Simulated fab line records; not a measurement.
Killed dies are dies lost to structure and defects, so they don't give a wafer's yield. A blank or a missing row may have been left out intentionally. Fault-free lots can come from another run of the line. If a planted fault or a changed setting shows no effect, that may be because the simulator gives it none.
Matching of chambers	flow n5 finfet	ald metal-02 running N5_BEOL_M11_ALD_74: 4 sister chambers
The step deposits TaN, target thk 2 nm, pulse time 2 s, purge time 3 s. 4 wafers are shown with their chamber, then 9 later ones without.

== WAFERS PAIRED WITH THEIR CHAMBERS ==
wafer	chamber	heater power w (W)
L082.3	3	395
L084.1	0	387
L084.3	2	438
L084.4	1	360

== WAFERS WITHOUT THEIR CHAMBER ==
wafer	heater power w (W)
L086.2	393
L086.3	428
L086.6	370
L089.1	354
L089.4	403
L089.6	373
L097.2	366
L097.5	411
L097.6	311

== EACH ONE'S CHAMBER ==
wafer	from the rows above	in truth
L086.2	can't be placed: 3 or 0 or 1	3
L086.3	can't be placed: 2 or 3 or 0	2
L086.6	can't be placed: 1 or 0 or 3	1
L089.1	can't be placed: 1 or 0 or 3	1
L089.4	can't be placed: 3 or 0 or 2 or 1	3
L089.6	can't be placed: 1 or 0 or 3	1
L097.2	can't be placed: 1 or 0 or 3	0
L097.5	can't be placed: 3 or 0 or 2 or 1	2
L097.6	can't be placed: 1 or 0 or 3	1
Placed correctly: 0 of 9. Cannot be placed on the basis of these rows: 9; the candidates contain the true chamber in 9. Number placed wrongly: 0.
How it was worked out, from the rows above alone: a wafer's distance from a chamber is the root of the sum, over the readings, of the square of ((its reading less the chamber's mean) divided by the reading's scatter). The wafer belongs to the nearest chamber; if the next one is less than 2 further off, it can't be placed. Each chamber's mean is taken over the wafers shown for it. The scatter: root of mean squared gap, hidden wafer to nearest shown wafer, with one shown wafer a chamber.
